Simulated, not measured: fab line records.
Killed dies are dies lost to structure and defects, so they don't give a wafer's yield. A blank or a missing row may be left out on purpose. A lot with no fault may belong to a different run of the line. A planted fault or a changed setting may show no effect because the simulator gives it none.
fab line records	flow nand-harc
[record] lots = 12	wafers = 36	last-day = 24
route steps=1159 shown A_M1@1057 THIN_TSV@1120 END@1159
lots that met no fault: taken from a fault-free run of the same line
start-h: the number of hours between the record's first day and the start of the first shown wafer of the lot	wait-h: time in hours since the lot's previous step	" unchanged from the row above	L1.1+2: a single row standing in for several wafers	- no value, or no start was given	* or withheld: withheld	< > ~ a bound
route shown NAME@n: a module of which the file shows steps, and the number in the route of the first	usual: mean and standard deviation over wafers with no fault	same: alike in all rows	chamber/n: place in a boat	sites: per-site readings	_std_site: standard deviation across them	_edge_site: the outer-site mean with the inner-site mean subtracted	radius-mm: for every site, how far away it sits from the centre of the wafer	mask NAME#n: copy n	behind: the tool/chamber that last shaped the wafer	hold: why the lot was held/for how many hours/how that ended	device: the transistor (n, p or np) that didn't switch	end of line: tests of these same wafers at the route's end	where a step has no rows: the recipe by itself	killed: the dies lost at the first sort to structure and to defects; this is not the yield of the wafer	map: a wafer's dies, x killed, . not, _ none there
set.NAME: the setting the step ran with; set.NAME@STEP: the setting that earlier step ran with	model.NAME: the simulator's own value behind a step, which no gauge read
one table for each step of the route and one row for each wafer, over a sample of lots
services: when a tool's chamber went out of use (start-h, in hours from the record's first day, below 0 if earlier), for how many hours, and the reason
[[steps]]
[step NHARC_A_M1_PRE_CLEAN_32]
[recipe] time-s = 12	temp-c = 370	rf-power-w = 300	gas = NH3
[usual] heater-power-w = 640/68
lot.wafer	tool	chamber	start-h	wait-h	heater-power-w
L442.3	pecvd-02	2	409.52	0.1	736
L442.5	"	2	"	"	696
L442.4	"	1	"	"	596
L444.3	pecvd-04	1	412.85	0.1	569
L444.1	"	0	"	"	700
L444.4	"	2	"	"	650
L447.3	pecvd-02	2	439.70	0.1	824
L447.5	"	0	"	"	583
L447.4	"	2	"	"	836
L450.1	pecvd-04	2	455.74	0.1	719
L450.2	"	1	"	"	521
L450.6	"	1	"	"	533
L448.1	pecvd-02	2	456.13	0.1	848
L448.4	"	2	"	"	832
L448.5	"	0	"	"	612
L451.2	pecvd-01	0	473.80	0.1	699
L451.4	"	0	"	"	696
L451.5	"	2	"	"	655
L455.1	pecvd-04	2	497.37	0.1	651
L455.4	"	2	"	"	636
L455.6	"	1	"	"	551
L458.2	pecvd-04	1	517.65	0.1	590
L458.3	"	2	"	"	676
L458.5	"	0	"	"	673
L459.3	pecvd-02	0	529.97	0.1	615
L459.1	"	1	"	"	623
L459.6	"	2	"	"	841
L462.3	pecvd-01	2	531.93	0.1	627
L462.2	"	0	"	"	609
L462.6	"	2	"	"	631
L463.2	pecvd-02	1	544.96	0.3	607
L463.4	"	2	"	"	739
L463.3	"	1	"	"	620
L464.1	pecvd-04	2	548.58	0.1	678
L464.2	"	1	"	"	598
L464.4	"	2	"	"	714
[step NHARC_THIN_TSV_ETCH_15]
[recipe] target-depth-a = 30000	bosch-target-overetch-cycles = 2	bosch-etch-step-s = 2.8	bosch-dep-step-s = 1.2	bosch-cycles = 14
[usual] drypump-motor-current-A = 6.0/0.58
lot.wafer	tool	chamber	start-h	wait-h	drypump-motor-current-A	rf-hours-counter-h
L442.3	rie-si-02	3	433.24	-	5.4	0.2
L442.4	"	0	"	"	6.4	0.2
L442.5	"	1	"	"	5.5	-
L444.3	rie-si-06	3	433.64	-	5.4	0.7
L444.4	"	0	"	"	6.5	0.6
L444.1	"	2	"	"	5.8	0.6
L447.4	rie-si-02	0	457.99	-	6.4	0.4
L447.3	"	1	"	"	5.6	0.4
L447.5	"	2	"	"	5.9	-
L448.4	rie-si-02	1	475.06	-	5.6	0.5
L448.1	"	3	"	"	5.4	0.6
L448.5	"	1	"	"	5.6	-
L450.1	rie-si-03	0	476.36	-	5.1	1.4
L450.2	"	3	"	"	6.6	1.3
L450.6	"	1	"	"	6.5	-
L451.2	rie-si-03	1	492.32	-	6.5	1.4
L451.4	"	3	"	"	6.6	1.4
L451.5	"	1	"	"	6.5	-
L455.4	rie-si-06	3	517.33	-	5.4	1.2
L455.1	"	0	"	"	6.5	1.2
L455.6	"	3	"	"	5.3	-
L458.2	rie-si-02	0	535.53	-	6.4	1.1
L458.3	"	1	"	"	5.6	1.2
L458.5	"	0	"	"	6.4	-
L459.3	rie-si-06	1	548.50	-	6.0	0.0
L459.1	"	2	"	"	5.8	0.0
L459.6	"	3	"	"	5.3	-
L462.2	rie-si-03	1	549.70	-	6.5	0.2
L462.3	"	2	"	"	6.7	0.2
L462.6	"	0	"	"	5.1	-
L463.3	rie-si-02	3	564.75	-	5.4	1.5
L463.2	"	0	"	"	6.4	1.4
L463.4	"	1	"	"	5.6	1.5
L464.2	rie-si-03	3	566.07	-	6.6	0.3
L464.1	"	0	"	"	5.1	0.4
L464.4	"	1	"	"	6.5	0.4
[step NHARC_THIN_TSV_ETCH_59]
[recipe] target-depth-a = 8800	icp-w = 900	bias-w = 100	Cl2_flow_sccm = 60	bcl3-flow-sccm = 30	time-s = 138.1	chemistry = Cl2/BCl3
[usual] bias-w = 100.0/0.31	drypump-motor-current-A = 5.4/0.38	mfc-cl2-sccm = 60.00/0.18	oes-product-au = 0.999/0.0069	throttle-valve-pct = 22.264/0.009
lot.wafer	tool	chamber	start-h	wait-h	bias-w	drypump-motor-current-A	mfc-cl2-sccm	oes-product-au	rf-hours-counter-h	throttle-valve-pct
L442.4	rie-metal-03	0	438.90	0.2	99.8	5.4	60.08	0.982	-	22.257
L442.3	"	1	"	"	99.6	5.3	59.75	0.991	-	22.263
L442.5	"	1	"	"	100.1	5.3	59.83	0.994	-	22.266
L444.1	rie-metal-01	0	439.48	0.1	100.2	5.2	60.18	1.005	3.0	22.279
L444.4	"	1	"	"	99.9	5.7	60.18	0.986	-	22.264
L444.3	"	0	"	"	99.6	5.2	60.23	1.003	-	22.260
L447.4	rie-metal-01	0	465.02	0.2	100.0	5.2	59.90	0.998	-	22.268
L447.3	"	1	"	"	99.9	5.7	60.11	0.999	-	22.263
L447.5	"	0	"	"	99.8	5.2	59.85	0.997	-	22.294
L448.1	rie-metal-02	0	480.46	0.1	100.6	4.9	59.95	0.999	2.3	22.271
L448.4	"	1	"	"	99.7	6.1	60.05	1.003	-	22.265
L448.5	"	0	"	"	100.2	4.9	59.95	1.008	-	22.268
L450.2	rie-metal-03	0	481.77	0.1	100.1	5.4	60.28	1.002	0.8	22.252
L450.1	"	1	"	"	100.0	5.4	59.73	1.004	0.8	22.272
L450.6	"	0	"	"	99.8	5.4	59.99	1.000	-	22.269
L451.2	rie-metal-01	1	497.74	0.1	99.9	5.7	59.96	0.995	3.8	22.259
L451.4	"	1	"	"	100.1	5.7	60.04	1.001	-	22.265
L451.5	"	0	"	"	100.3	5.2	60.14	0.987	-	22.255
L455.1	rie-metal-02	0	522.91	0.1	99.8	4.9	60.06	1.004	3.6	22.255
L455.4	"	1	"	"	99.8	6.1	59.82	0.999	-	22.275
L455.6	"	0	"	"	99.7	4.9	59.98	1.003	-	22.261
L458.2	rie-metal-03	0	541.13	0.1	100.2	5.4	60.12	1.000	2.2	22.266
L458.3	"	1	"	"	100.1	5.3	59.88	1.005	-	22.262
L458.5	"	1	"	"	100.4	5.3	59.95	1.002	-	22.268
L459.1	rie-metal-02	1	554.12	0.1	99.9	6.1	60.00	0.993	4.6	22.274
L459.3	"	0	"	"	100.5	4.9	59.61	0.995	-	22.277
L459.6	"	0	"	"	100.5	4.9	59.85	1.000	-	22.259
L462.2	rie-metal-01	0	555.10	0.1	99.9	5.2	60.01	1.003	1.1	22.279
L462.3	"	1	"	"	100.3	5.7	59.80	1.005	-	22.283
L462.6	"	0	"	"	100.2	5.2	59.82	1.000	-	22.264
L463.2	rie-metal-01	1	570.39	0.1	99.6	5.8	60.13	0.995	1.6	22.268
L463.3	"	1	"	"	100.4	5.8	59.94	1.006	-	22.271
L463.4	"	0	"	"	100.3	5.2	60.04	1.010	-	22.285
L464.1	rie-metal-03	1	572.14	0.1	99.5	5.3	60.00	0.995	3.4	22.257
L464.2	"	0	"	"	99.4	5.4	59.98	1.000	3.4	22.255
L464.4	"	0	"	"	99.8	5.4	60.04	1.001	-	22.256
[step NHARC_THIN_TSV_ANNEAL_58]
[recipe] temp-c = 400	time-s = 1800
[usual] spike-tc-bottom-C = 424.7/1	spike-tc-centre-C = 401.6/1.1	spike-tc-lower-C = 400.4/1	spike-tc-top-C = 430/3.1	spike-tc-upper-C = 399.4/1.2
lot.wafer	tool	chamber	start-h	wait-h	spike-tc-bottom-C	spike-tc-centre-C	spike-tc-lower-C	spike-tc-top-C	spike-tc-upper-C
L442.3	furnace-01	0	442.57	2.6	424.4	401.7	400.6	428	398.7
L442.4	"	0	"	"	425.1	401.6	399.6	427	397.4
L442.5	"	0	"	"	424.9	401.3	397.8	426	399.4
L444.1	furnace-01	0	442.57	2.0	426.3	401.2	398.6	427	401.0
L444.3	"	0	"	"	426.3	399.3	401.6	427	399.9
L444.4	"	0	"	"	425.3	401.8	400.2	430	398.5
L447.3	furnace-01	0	468.95	2.8	425.8	401.2	399.9	429	400.2
L447.4	"	0	"	"	424.7	402.2	401.1	429	397.3
L447.5	"	0	"	"	423.3	401.5	399.6	430	398.4
L448.1	furnace-08	0	484.60	3.0	423.9	401.6	401.4	427	399.4
L448.4	"	0	"	"	424.4	402.0	400.3	427	399.2
L448.5	"	0	"	"	424.6	399.6	398.9	428	400.8
L450.1	furnace-08	0	484.60	1.7	423.0	402.3	402.5	426	403.0
L450.2	"	0	"	"	425.0	399.3	400.5	427	398.9
L450.6	"	0	"	"	425.8	400.7	401.0	427	401.1
L451.2	furnace-08	0	501.86	3.0	424.1	402.0	401.4	426	400.4
L451.4	"	0	"	"	423.8	402.1	400.8	427	399.4
L451.5	"	0	"	"	424.7	401.8	400.7	427	399.3
L455.1	furnace-04	0	528.39	4.2	423.3	400.6	398.8	437	399.4
L455.4	"	0	"	"	424.1	401.5	399.8	435	398.4
L455.6	"	0	"	"	424.7	400.4	398.2	435	398.3
L458.2	furnace-08	0	545.87	3.0	452.1	430.5	429.7	457	430.7
L458.3	"	0	"	"	451.4	430.3	430.2	457	427.6
L458.5	"	0	"	"	452.8	431.4	429.8	457	430.3
L459.1	furnace-08	0	558.24	3.0	452.7	431.6	431.2	457	429.4
L459.3	"	0	"	"	451.8	431.4	428.7	455	429.2
L459.6	"	0	"	"	454.4	430.4	431.2	457	429.3
L462.2	furnace-08	0	558.24	2.0	453.9	430.9	430.8	456	429.7
L462.3	"	0	"	"	452.8	431.0	428.0	455	430.1
L462.6	"	0	"	"	453.2	431.5	429.0	456	429.4
L463.2	furnace-04	0	573.06	1.5	425.1	400.5	398.9	434	398.2
L463.3	"	0	"	"	425.7	401.5	400.8	434	400.1
L463.4	"	0	"	"	425.9	403.5	399.7	435	401.0
L464.1	furnace-01	0	576.05	2.8	426.2	402.8	399.4	429	400.6
L464.2	"	0	"	"	426.5	402.1	400.9	428	397.5
L464.4	"	0	"	"	425.1	401.2	400.2	428	401.4
[step NHARC_END_SORT_01]
[recipe] temp-c = 25
[usual] defect-limited-yield = 95.1/1.8	killed-at-array = 29/11	killed-at-other = 0.6/0.89	killed-at-periphery = 3.8/2.8	killed-dies = 33/12	killed-open = 3.5/1.9	killed-short = 1.9/1.3	sort_bin_2_pct = 1.5/0.72	sort_bin_3_pct = 0.28/0.23	sort_bin_4_pct = 3.1/1.2	sort-n-pass = 644/12	sort-rim-yield-pct = 94.8/2.9	sort-yield-pct = 95.1/1.8
[same] gross-dies = 677	sort_bin_5_pct[%] = 0	sort_bin_6_pct[%] = 0	sort_bin_7_pct[%] = 0	sort_bin_8_pct[%] = 0	sort-rim-n-gross = 106.00
lot.wafer	tool	chamber	start-h	wait-h	defect-limited-yield[%]	killed-at-array	killed-at-other	killed-at-periphery	killed-dies	killed-open	killed-short	sort_bin_2_pct[%]	sort_bin_3_pct[%]	sort_bin_4_pct[%]	sort-n-pass	sort-rim-yield-pct[%]	sort-yield-pct[%]
L444.1	prober-02	0	454.96	2.5	95.6	26	0	4	30	3	4	2.1	0.15	2.2	647	98.1	95.6
L444.3	prober-02	0	456.59	3.1	96.2	19	2	5	26	5	1	0.9	0.30	2.7	651	94.3	96.2
L444.4	prober-02	0	457.41	3.5	95.1	29	0	4	33	3	3	0.9	0	4.0	644	97.2	95.1
L442.3	prober-01	0	456.44	3.1	92.9	41	2	5	48	4	2	1.9	0.44	4.7	629	89.6	92.9
L442.4	prober-01	0	457.23	3.4	94.5	31	2	4	37	6	2	2.2	0.30	3.0	640	97.2	94.5
L442.5	prober-01	0	458.03	3.7	93.5	42	0	2	44	4	0	2.7	0.30	3.5	633	90.6	93.5
L447.3	prober-02	0	482.84	3.1	95.0	29	0	5	34	6	0	1.6	0.15	3.2	643	98.1	95.0
L447.4	prober-02	0	483.64	3.4	97.3	16	1	1	18	0	2	0.9	0.30	1.5	659	96.2	97.3
L447.5	prober-02	0	484.44	3.7	95.7	22	0	7	29	2	2	1.9	0.15	2.2	648	95.3	95.7
L450.1	prober-02	0	489.12	2.5	95.4	28	0	3	31	4	4	1.2	0.15	3.2	646	96.2	95.4
L450.2	prober-02	0	489.91	2.8	95.6	26	0	4	30	7	1	1.8	0	2.7	647	96.2	95.6
L450.6	prober-02	0	493.06	3.9	94.8	31	0	4	35	3	1	1.5	0.15	3.5	642	94.3	94.8
L448.1	prober-01	0	490.06	2.5	95.7	24	0	5	29	2	3	0.6	0.44	3.2	648	97.2	95.7
L448.4	prober-01	0	492.49	3.4	93.8	36	0	6	42	5	1	2.1	0.15	4.0	635	93.4	93.8
L448.5	prober-01	0	493.30	3.7	94.2	29	0	10	39	5	1	2.1	0.59	3.1	638	92.5	94.2
L451.2	prober-01	0	507.19	2.8	95.7	21	4	4	29	7	3	1.5	0.30	2.5	648	95.3	95.7
L451.4	prober-01	0	508.77	3.4	95.6	21	2	7	30	3	1	1.5	0	3.0	647	97.2	95.6
L451.5	prober-01	0	509.56	3.7	96.3	19	1	5	25	3	0	1.0	0.30	2.4	652	96.2	96.3
L455.1	prober-01	0	532.89	2.5	95.7	27	0	2	29	3	3	1.2	0.15	3.0	648	94.3	95.7
L455.4	prober-01	0	535.29	3.4	96.2	26	0	0	26	0	0	1.6	0	2.2	651	92.5	96.2
L455.6	prober-01	0	536.89	4.0	95.1	30	0	3	33	1	3	1.6	0.44	2.8	644	93.4	95.1
L458.2	prober-01	0	555.77	2.8	97.3	17	0	1	18	2	1	0.9	0	1.8	659	97.2	97.3
L458.3	prober-01	0	556.58	3.1	97.3	14	0	4	18	4	1	0.3	0.15	2.2	659	96.2	97.3
L458.5	prober-01	0	558.18	3.7	96.8	21	0	1	22	4	2	0.7	0	2.5	655	93.4	96.8
L459.1	prober-02	0	562.74	2.5	97.8	11	1	3	15	3	1	0.4	0	1.8	662	97.2	97.8
L459.3	prober-02	0	564.32	3.1	96.6	19	2	2	23	4	2	1.0	0.15	2.2	654	95.3	96.6
L459.6	prober-02	0	566.69	4.0	95.4	28	3	0	31	4	2	1.5	0.44	2.7	646	98.1	95.4
L462.2	prober-01	0	563.60	2.8	92.5	51	0	0	51	4	0	3.0	0.59	4.0	626	91.5	92.5
L462.3	prober-01	0	564.40	3.1	92.0	48	0	6	54	3	1	3.2	0	4.7	623	89.6	92.0
L462.6	prober-01	0	566.79	4.0	93.4	42	0	3	45	4	1	2.1	0.44	4.1	632	91.5	93.4
L463.2	prober-01	0	578.37	2.8	91.1	51	0	9	60	5	2	3.1	0.30	5.5	617	93.4	91.1
L463.3	prober-01	0	579.18	3.1	90.7	58	0	5	63	2	2	2.7	1.03	5.6	614	97.2	90.7
L463.4	prober-01	0	579.99	3.4	91.3	53	0	6	59	2	3	3.0	0.59	5.2	618	88.7	91.3
L464.1	prober-01	0	585.41	2.5	95.6	23	0	7	30	3	3	1.2	0.30	3.0	647	94.3	95.6
L464.2	prober-01	0	586.22	2.8	95.4	22	0	9	31	3	5	1.5	0.15	3.0	646	98.1	95.4
L464.4	prober-01	0	587.82	3.4	96.3	17	0	8	25	4	2	1.2	0.44	2.1	652	90.6	96.3
// killed by level:class
L444.1 A_CHANNEL_HOLE_D1:chamber-film-flake=13 A_STAIRCASE:chamber-film-flake=3 A_CHANNEL_FILL_D1:chamber-film-flake=2 A_WL_FILL:chamber-film-flake=2 A_CONTACT:chamber-film-flake=2 P_GATE:geometric-particle:open=1 P_CONTACT:geometric-particle:open=1 P_M0:geometric-particle:short=1
L442.3 A_CHANNEL_HOLE_D1:chamber-film-flake=14 A_CONTACT:chamber-film-flake=11 A_SLIT:chamber-film-flake=7 P_GATE:chamber-film-flake=2 A_STAIRCASE:chamber-film-flake=2 A_M1:chamber-film-flake=2 THIN_TSV:chamber-film-flake=2 P_CONTACT:geometric-particle:short=1
L444.3 A_CHANNEL_HOLE_D1:chamber-film-flake=10 P_STI:chamber-film-flake=3 A_SLIT:chamber-film-flake=2 THIN_TSV:chamber-film-flake=2 P_M0:geometric-particle:open=1 A_ONON_D1:geometric-particle:open=1 A_SGD_CUT:geometric-particle:open=1 A_WL_FILL:geometric-particle:short=1
L442.4 A_CHANNEL_HOLE_D1:chamber-film-flake=11 A_CONTACT:chamber-film-flake=9 A_SLIT:chamber-film-flake=6 P_GATE:geometric-particle:open=1 P_CONTACT:geometric-particle:open=1 P_M0:geometric-particle:open=1 A_ONON_D1:geometric-particle:short=1 A_CHANNEL_FILL_D1:geometric-particle:short=1
L444.4 A_CHANNEL_HOLE_D1:chamber-film-flake=16 A_CONTACT:chamber-film-flake=4 A_WL_FILL:geometric-particle:short=2 P_GATE:chamber-film-flake=2 A_SLIT:chamber-film-flake=2 P_GATE:geometric-particle:open=1 P_M1:geometric-particle:open=1 A_CHANNEL_FILL_D1:geometric-particle:short=1
L442.5 A_CHANNEL_HOLE_D1:chamber-film-flake=16 A_SLIT:chamber-film-flake=10 A_CONTACT:chamber-film-flake=6 A_WL_FILL:geometric-particle:open=2 P_M1:chamber-film-flake=2 A_ZERO_WELL:chamber-film-flake=2 A_WL_FILL:chamber-film-flake=2 A_CHANNEL_FILL_D1:geometric-particle:open=1
L447.3 A_CHANNEL_HOLE_D1:chamber-film-flake=17 A_STAIRCASE:chamber-film-flake=4 P_CONTACT:chamber-film-flake=2 A_CONTACT:chamber-film-flake=2 P_GATE:geometric-particle:open=1 P_CONTACT:geometric-particle:open=1 P_M0:geometric-particle:open=1 A_CONTACT:geometric-particle:open=1
L447.4 A_CHANNEL_HOLE_D1:chamber-film-flake=11 A_CONTACT:chamber-film-flake=2 A_WL_FILL:geometric-particle:short=1 P_BONDPAD:chamber-film-flake=1 STARTING-WAFER:geometric-particle:short=1 A_STAIRCASE:chamber-film-flake=1 A_M0:chamber-film-flake=1
L447.5 A_CHANNEL_HOLE_D1:chamber-film-flake=17 P_CONTACT:chamber-film-flake=6 P_M1:geometric-particle:open=1 A_CHANNEL_FILL_D1:geometric-particle:short=1 A_SGD_CUT:geometric-particle:short=1 A_CONTACT:geometric-particle:open=1 A_STAIRCASE:chamber-film-flake=1 A_CONTACT:chamber-film-flake=1
L450.1 A_CHANNEL_HOLE_D1:chamber-film-flake=14 A_STAIRCASE:chamber-film-flake=3 A_CHANNEL_HOLE_D1:geometric-particle:short=2 A_WL_FILL:geometric-particle:short=2 P_ZERO_WELL:chamber-film-flake=2 A_M0:chamber-film-flake=2 P_CONTACT:geometric-particle:open=1 A_CHANNEL_FILL_D1:geometric-particle:open=1
L450.2 A_CHANNEL_HOLE_D1:chamber-film-flake=12 A_STAIRCASE:chamber-film-flake=5 A_ONON_D1:geometric-particle:open=2 A_CONTACT:chamber-film-flake=2 P_GATE:geometric-particle:open=1 P_CONTACT:geometric-particle:short=1 P_M0:geometric-particle:open=1 A_CHANNEL_HOLE_D1:geometric-particle:open=1
L448.1 A_SLIT:chamber-film-flake=14 A_CHANNEL_HOLE_D1:chamber-film-flake=4 P_BONDPAD:chamber-film-flake=2 P_GATE:geometric-particle:open=1 A_ONON_D1:geometric-particle:open=1 A_CHANNEL_HOLE_D1:geometric-particle:short=1 A_WL_FILL:geometric-particle:short=1 A_M0:geometric-particle:short=1
L448.4 A_SLIT:chamber-film-flake=19 A_CHANNEL_HOLE_D1:chamber-film-flake=5 A_CONTACT:chamber-film-flake=5 A_STAIRCASE:chamber-film-flake=4 P_BONDPAD:chamber-film-flake=2 P_M0:geometric-particle:short=1 P_M0:geometric-particle:open=1 P_M1:geometric-particle:open=1
L450.6 A_CHANNEL_HOLE_D1:chamber-film-flake=18 A_STAIRCASE:chamber-film-flake=4 A_CONTACT:chamber-film-flake=3 P_ZERO_WELL:chamber-film-flake=2 A_WL_FILL:chamber-film-flake=2 P_GATE:geometric-particle:open=1 P_M0:geometric-particle:open=1 A_SGD_CUT:geometric-particle:short=1
L448.5 A_SLIT:chamber-film-flake=10 A_CONTACT:chamber-film-flake=6 P_BONDPAD:chamber-film-flake=5 A_STAIRCASE:chamber-film-flake=5 A_CHANNEL_HOLE_D1:chamber-film-flake=3 P_STI:chamber-film-flake=2 P_GATE:geometric-particle:open=1 P_M0:geometric-particle:open=1
L451.2 A_SGD_CUT:chamber-film-flake=5 A_CONTACT:chamber-film-flake=4 THIN_TSV:chamber-film-flake=4 A_WL_FILL:geometric-particle:open=2 A_CHANNEL_HOLE_D1:chamber-film-flake=2 A_STAIRCASE:chamber-film-flake=2 P_CONTACT:geometric-particle:open=1 P_CONTACT:geometric-particle:short=1
L451.4 P_M2:chamber-film-flake=5 A_CHANNEL_HOLE_D1:chamber-film-flake=5 A_STAIRCASE:chamber-film-flake=5 A_CONTACT:chamber-film-flake=5 A_SGD_CUT:chamber-film-flake=3 THIN_TSV:chamber-film-flake=2 P_GATE:geometric-particle:open=1 A_WL_FILL:geometric-particle:short=1
L451.5 A_CHANNEL_HOLE_D1:chamber-film-flake=6 A_STAIRCASE:chamber-film-flake=5 A_CONTACT:chamber-film-flake=3 A_CONTACT:geometric-particle:open=2 P_ZERO_WELL:chamber-film-flake=2 P_M2:chamber-film-flake=2 A_SGD_CUT:chamber-film-flake=2 P_STI:geometric-particle:open=1
L455.1 A_SLIT:chamber-film-flake=11 A_CONTACT:chamber-film-flake=5 A_CHANNEL_HOLE_D1:chamber-film-flake=3 A_STAIRCASE:chamber-film-flake=3 P_CONTACT:geometric-particle:open=1 A_SGD_CUT:geometric-particle:short=1 A_WL_FILL:geometric-particle:short=1 A_WL_FILL:geometric-particle:open=1
L455.4 A_SLIT:chamber-film-flake=11 A_CHANNEL_HOLE_D1:chamber-film-flake=8 A_CONTACT:chamber-film-flake=4 A_STAIRCASE:chamber-film-flake=3
L455.6 A_SLIT:chamber-film-flake=17 A_CHANNEL_HOLE_D1:chamber-film-flake=4 A_STAIRCASE:chamber-film-flake=4 A_WL_FILL:geometric-particle:short=2 A_CHANNEL_FILL_D1:geometric-particle:open=1 A_M0:geometric-particle:short=1 P_ZERO_WELL:chamber-film-flake=1 P_STI:chamber-film-flake=1
L458.2 A_CONTACT:chamber-film-flake=6 A_CHANNEL_HOLE_D1:chamber-film-flake=4 A_STAIRCASE:chamber-film-flake=2 A_WL_FILL:chamber-film-flake=2 P_CONTACT:geometric-particle:open=1 A_SGD_CUT:geometric-particle:short=1 A_M1:geometric-particle:open=1 A_SLIT:chamber-film-flake=1
L458.3 A_CHANNEL_HOLE_D1:chamber-film-flake=8 P_M0:geometric-particle:open=2 A_CONTACT:chamber-film-flake=2 P_M0:geometric-particle:short=1 A_ONON_D1:geometric-particle:open=1 A_CONTACT:geometric-particle:open=1 P_STI:chamber-film-flake=1 A_STAIRCASE:chamber-film-flake=1
L458.5 A_CHANNEL_HOLE_D1:chamber-film-flake=8 A_STAIRCASE:chamber-film-flake=2 A_WL_FILL:chamber-film-flake=2 A_ONON_D1:geometric-particle:open=1 A_ONON_D1:geometric-particle:short=1 A_SGD_CUT:geometric-particle:open=1 A_WL_FILL:geometric-particle:short=1 A_CONTACT:geometric-particle:open=1
L459.1 A_CHANNEL_HOLE_D1:chamber-film-flake=5 A_CONTACT:chamber-film-flake=2 P_M1:geometric-particle:open=1 P_M2:geometric-particle:open=1 A_CHANNEL_FILL_D1:geometric-particle:short=1 A_BLC:geometric-particle:open=1 P_M1:chamber-film-flake=1 A_SGD_CUT:chamber-film-flake=1
L462.2 A_CHANNEL_HOLE_D1:chamber-film-flake=23 A_SLIT:chamber-film-flake=14 A_WL_FILL:chamber-film-flake=6 A_CONTACT:geometric-particle:open=2 A_STAIRCASE:chamber-film-flake=2 A_CONTACT:chamber-film-flake=2 A_ONON_D1:geometric-particle:open=1 A_BLC:geometric-particle:open=1
L459.3 A_WL_FILL:chamber-film-flake=5 A_SGD_CUT:chamber-film-flake=4 A_CONTACT:chamber-film-flake=3 A_CHANNEL_HOLE_D1:chamber-film-flake=2 THIN_TSV:chamber-film-flake=2 P_CONTACT:geometric-particle:open=1 A_WL_FILL:geometric-particle:short=1 A_WL_FILL:geometric-particle:open=1
L462.3 A_CHANNEL_HOLE_D1:chamber-film-flake=25 A_SLIT:chamber-film-flake=12 P_STI:chamber-film-flake=3 A_WL_FILL:chamber-film-flake=3 A_CONTACT:chamber-film-flake=3 P_M0:geometric-particle:open=2 A_ZERO_WELL:chamber-film-flake=2 A_CONTACT:geometric-particle:open=1
L459.6 A_CHANNEL_HOLE_D1:chamber-film-flake=9 A_CONTACT:chamber-film-flake=7 A_SGD_CUT:chamber-film-flake=3 A_ZERO_WELL:chamber-film-flake=2 A_STAIRCASE:chamber-film-flake=2 THIN_TSV:chamber-film-flake=2 A_CHANNEL_FILL_D1:geometric-particle:short=1 A_SGD_CUT:geometric-particle:open=1
L462.6 A_SLIT:chamber-film-flake=17 A_CHANNEL_HOLE_D1:chamber-film-flake=13 A_CONTACT:chamber-film-flake=4 A_STAIRCASE:chamber-film-flake=3 P_STI:chamber-film-flake=2 P_CONTACT:geometric-particle:open=1 A_SOURCE_PLATE:geometric-particle:short=1 A_SGD_CUT:geometric-particle:open=1
L463.2 A_CHANNEL_HOLE_D1:chamber-film-flake=19 A_SLIT:chamber-film-flake=18 A_CONTACT:chamber-film-flake=9 P_ZERO_WELL:chamber-film-flake=5 P_M0:geometric-particle:open=1 P_M0:geometric-particle:short=1 P_M1:geometric-particle:open=1 A_ONON_D1:geometric-particle:open=1
L463.3 A_CHANNEL_HOLE_D1:chamber-film-flake=26 A_SLIT:chamber-film-flake=19 A_CONTACT:chamber-film-flake=8 P_M0:geometric-particle:open=1 A_ONON_D1:geometric-particle:short=1 A_WL_FILL:geometric-particle:short=1 A_CONTACT:geometric-particle:open=1 P_ZERO_WELL:chamber-film-flake=1
L463.4 A_CHANNEL_HOLE_D1:chamber-film-flake=19 A_SLIT:chamber-film-flake=13 A_CONTACT:chamber-film-flake=12 P_ZERO_WELL:chamber-film-flake=3 A_WL_FILL:chamber-film-flake=3 A_SOURCE_PLATE:geometric-particle:short=1 A_ONON_D1:geometric-particle:short=1 A_CHANNEL_FILL_D1:geometric-particle:open=1
L464.1 A_CHANNEL_HOLE_D1:chamber-film-flake=11 A_CONTACT:chamber-film-flake=5 P_ZERO_WELL:chamber-film-flake=3 P_M0:chamber-film-flake=2 A_CHANNEL_FILL_D1:chamber-film-flake=2 P_CONTACT:geometric-particle:open=1 P_CONTACT:geometric-particle:short=1 A_ONON_D1:geometric-particle:open=1
L464.2 A_CHANNEL_HOLE_D1:chamber-film-flake=4 A_CHANNEL_FILL_D1:chamber-film-flake=4 A_CONTACT:chamber-film-flake=3 A_ONON_D1:geometric-particle:short=2 P_ZERO_WELL:chamber-film-flake=2 P_STI:chamber-film-flake=2 P_M0:chamber-film-flake=2 A_WL_FILL:chamber-film-flake=2
L464.4 A_CHANNEL_HOLE_D1:chamber-film-flake=10 P_M0:chamber-film-flake=5 P_CONTACT:geometric-particle:open=1 P_M0:geometric-particle:open=1 A_ONON_D1:geometric-particle:short=1 A_SGD_CUT:geometric-particle:open=1 A_WL_FILL:geometric-particle:short=1 A_CONTACT:geometric-particle:open=1
[[services]]
tool	chamber	start-h	hours	kind
rie-metal-02	-	388.00	9.0	pm
rie-si-02	-	388.00	9.0	pm
rie-si-02	0	388.00	9.0	vent-cycle
rie-si-02	1	388.00	9.0	vent-cycle
rie-si-02	2	388.00	9.0	vent-cycle
pecvd-01	-	418.31	13.0	pm
pecvd-04	-	419.01	0.6	repair
rie-si-06	3	439.02	23.0	repair
rie-metal-03	-	453.00	9.0	pm
rie-metal-02	-	461.07	0.5	repair
rie-si-06	3	472.39	8.8	repair
rie-si-06	0	481.36	9.0	repair
furnace-01	-	487.87	4.2	repair
furnace-01	-	499.78	26.0	pm
rie-metal-01	-	509.00	9.0	pm
rie-si-03	-	509.00	9.0	pm
pecvd-02	-	515.16	13.0	pm
rie-si-02	0	519.96	9.7	repair
pecvd-02	0	532.21	17.7	repair
rie-si-06	-	537.00	9.0	pm
rie-si-02	3	550.03	2.8	repair
pecvd-04	-	557.25	13.0	pm
rie-metal-02	-	565.00	9.0	pm
rie-si-02	-	565.00	9.0	pm
[[key]]
[first-sign] step = NHARC_THIN_TSV_ANNEAL_58	reading = spike-tc-lower-C	direction = up	sigmas = 28	usual = 400.4	struck = 429.8
[effect] step = NHARC_THIN_TSV_ANNEAL_58	reading = spike-tc-centre-C	direction = up	sigmas = 28	usual = 401.6	struck = 431.0
met-at NHARC_THIN_TSV_ANNEAL_58
struck-lots L458,L459,L462
not-acting-at NHARC_A_M1_PRE_CLEAN_32,NHARC_THIN_TSV_ETCH_15,NHARC_THIN_TSV_ETCH_59
onset-between 501.86 545.87
[fault] kind = process-parameter-drift	tool = furnace-08	chamber = -	onset-h = 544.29	steps = NHARC_THIN_TSV_ANNEAL_58	channel = temp-c	offset = *	shape = step	end-h = 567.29	acts-in = *	stated = *
